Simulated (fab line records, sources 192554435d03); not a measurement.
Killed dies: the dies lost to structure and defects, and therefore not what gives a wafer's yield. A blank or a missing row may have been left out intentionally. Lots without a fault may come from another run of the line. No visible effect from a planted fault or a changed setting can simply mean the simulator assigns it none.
Comparing a struck lot with a sound one | flow n5Finfet | 25 steps out of a route of 1938
Sound: wafers L394.1, L394.2, L394.3. Struck: wafers L408.1, L408.2, L408.6. The cause is named last.
At each step with rows: each side's tool, then ch and its chambers, then its first start. Under that, the readings that differ: sound wafers | struck wafers | difference of the means | sigmas: that difference in standard deviations of wafers without a fault.
alike: readings whose means differ by less than 2 such deviations, and words and numbers that are the same on both sides. not compared: withheld readings, readings that some wafer has no value for, bounds like >300 that may hide the same value, and numbers for which the record gives no deviation and whose values overlap.
Wherever a step has rows on one side only, a row that says differs or no value, or a row with sigmas, the two part there. Numbers that don't overlap but have no deviation are shown without sigmas and don't part them. Lack of a reading on every wafer of one side parts them only where that side has two or more wafers.

first, 11 steps without rows for these wafers: N5_BEOL_M1_ETCH_74 (etches underlayer in N2/H2, target depth 6.5 nm, time 5.2 s); N5_BEOL_M1_ETCH_63 (etches SiARC in CF4, target depth 15.6 nm, time 26 s); N5_BEOL_M1_ETCH_64 (etches SOC in N2/H2, target depth 75 nm, overetch 15 nm, time 112.5 s); N5_BEOL_M1_STRIP_65 (strips in N2/H2); N5_BEOL_M1_STRIP_75 (strips in N2/H2); N5_BEOL_M1_STRIP_66 (strips in CF4); N5_BEOL_M1_HM_OPEN_17 (chemistry Cl2/BCl3, target TiN, target depth 20 nm, overetch 6 nm); N5_BEOL_M1_STRIP_19 (strips in O2); N5_BEOL_M1_COAT_67 (time 60 s, resist thk 60 nm); N5_BEOL_M1_COAT_68 (time 60 s, resist thk 12 nm); N5_BEOL_M1_COAT_76 (time 60 s, resist thk 5 nm).
N5_BEOL_M1_COAT_22: resist thk 30 nm.
  sound on lithoTrack-02 ch 0, day 6 11:16; struck on lithoTrack-02 ch 0, day 9 20:04
reading                                     | sound                | struck               | difference | sigmas
spinSpeedRpm (rpm)                          | 1500.0 1499.5 1500.6 | 1544.3 1543.3 1544.7 | +44.1      | +40
model.CAR-EUV_of_BEOL_M1_COAT_22.thkNm (nm) | 30 30 30             | 29.4 29.4 29.4       | -0.6       | 
  alike: resistLineTempC
then, 9 steps without rows for these wafers: N5_BEOL_M1_EBR_24; N5_BEOL_M1_SOFTBAKE_23 (time 60 s); N5_BEOL_M1_EXPOSE_25 (exposes mask V0, defocus 5 nm, target cd 24 nm); N5_BEOL_M1_PEB_26 (peb time 60 s); N5_BEOL_M1_DEVELOP_27 (develop time 30 s); N5_BEOL_M1_DESCUM_33 (chemistry O2, time 7 s); N5_BEOL_M1_ETCH_77 (etches underlayer in N2/H2, target depth 6.5 nm, time 5.2 s); N5_BEOL_M1_ETCH_69 (etches SiARC in CF4, target depth 15.6 nm, time 26 s); N5_BEOL_M1_ALD_98 (deposits SiO2, target thk 2.5 nm, pulse time 1 s, co reactant pulse time 1 s).
N5_BEOL_M1_ETCHBACK_99: etches SiO2 in CHF3, target depth 5 nm, time 10.4 s.
  sound on rieDiel-03 ch 0,1,2, day 6 19:26; struck on rieDiel-03 ch 1,3, day 9 22:09
reading                                     | sound          | struck      | difference | sigmas
model.CAR-EUV_of_BEOL_M1_COAT_22.thkNm (nm) | 10.4 10.4 10.4 | 9.8 9.8 9.8 | -0.6       | 
  alike: drypumpMotorCurrentA, oesProductAu, rfFwdPowerW, rfVppV, showerheadPlenumPTorr, throttleValvePct
  not compared: rfHoursCounterH
then, 1 step without rows for these wafers: N5_BEOL_M1_ETCH_70 (etches SOC in N2/H2, target depth 80 nm, overetch 16 nm, time 120 s).
-- record jumps: 2 days separate the struck wafers' starts on either side; left off in module BEOL_M1, taken up again in module BEOL_M4, whose first shown step is the route's number 1111 --
N5_BEOL_M4_RC_MEAS_101:
  sound on prober-01 ch 0, day 8 08:14; struck on prober-01 ch 0, day 12 01:20
reading       | sound          | struck         | difference | sigmas
SS_P (mV/dec) | 73.6 73.5 74.4 | 73.1 72.7 72.3 | -1.1       | -2
VT_P (mV)     | -251 -256 -252 | -245 -244 -249 | +7         | +2
  alike: DIBL_N, DIBL_P, IOFF_N, IOFF_P, ION_N, ION_P, SS_N, VT_N
-- here the record skips 4 days between the struck wafers' starts before and after, leaving off in module BEOL_M4 and picking up in module PASSIVATION (first step shown: number 1936 of the route) --
N5_PASSIVATION_PROBE_49:
  struck on prober-02, day 16 11:19; sound on prober-01, day 13 00:14
reading                | sound          | struck         | difference | sigmas
defectLimitedYield (%) | 88.9 88.1 90.3 | 92.1 91.4 93.7 | +3.3       | +2
killedDies             | 131 141 115    | 93 102 74      | -39        | -2
killedShort            | 52 53 34       | 31 38 22       | -16        | -2
sortNPass              | 1049 1039 1065 | 1087 1078 1106 | +39        | +2
sortYieldPct (%)       | 88.9 88.1 90.3 | 92.1 91.4 93.7 | +3.3       | +2
  alike: killed_at_M0_to_M3, killed_at_M4_up, killedAtContacts, killedAtFrontEnd, killedAtOther, killedOpen, sort_bin_5_function, sort_bin_6_memory

## WHERE THEY PART
First at N5_BEOL_M1_COAT_22; last, within this record, at N5_PASSIVATION_PROBE_49.

WHY: what had been put in by the simulator
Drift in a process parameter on lithoTrack-02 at N5_BEOL_M1_COAT_22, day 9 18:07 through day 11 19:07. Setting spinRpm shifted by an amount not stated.
